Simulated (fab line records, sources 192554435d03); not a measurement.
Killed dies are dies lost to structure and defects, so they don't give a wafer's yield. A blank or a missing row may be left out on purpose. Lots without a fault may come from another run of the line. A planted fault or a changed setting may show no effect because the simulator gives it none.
Chamber matching | flow n5_finfet | N5_BEOL_M2_CO_CAP_55 on cvd_co-02: 3 sister chambers
The step material Co, precursor CCTBA/H2, target thk 2 nm, time 102.1 s. 6 wafers are shown with their chamber, then 12 later ones without.

WAFERS WITH THEIR CHAMBER
wafer  | chamber | heater_power_w (W)
L087.4 | 1       | 186
L089.1 | 2       | 209
L089.6 | 0       | 248
L090.2 | 1       | 183
L090.4 | 0       | 255
L090.5 | 2       | 208

WAFERS WITHOUT THEIR CHAMBER
wafer  | heater_power_w (W)
L091.1 | 179
L091.4 | 253
L091.6 | 184
L093.3 | 253
L093.4 | 255
L093.5 | 218
L096.1 | 183
L096.4 | 249
L096.5 | 217
L097.2 | 252
L097.3 | 212
L097.4 | 250

WHICH CHAMBER EACH WENT THROUGH
wafer  | from the rows above | in truth
L091.1 | 1                   | 1
L091.4 | 0                   | 0
L091.6 | 1                   | 1
L093.3 | 0                   | 0
L093.4 | 0                   | 0
L093.5 | 2                   | 2
L096.1 | 1                   | 1
L096.4 | 0                   | 0
L096.5 | 2                   | 2
L097.2 | 0                   | 0
L097.3 | 2                   | 2
L097.4 | 0                   | 0
Placed correctly: 12 of 12. Can't be placed from these rows: 0. Placed wrongly: 0.
How it was worked out, from the rows above alone: a wafer's distance from a chamber is the root of the sum, over the readings, of the square of ((its reading less the chamber's mean) divided by the reading's scatter). The wafer belongs to the nearest chamber; if the next one is less than 2 further off, it can't be placed. A chamber's mean is the mean of its shown wafers. The scatter: the root of (the sum of the squares of (reading less its chamber's mean) over the shown wafers, divided by (wafers less chambers)).
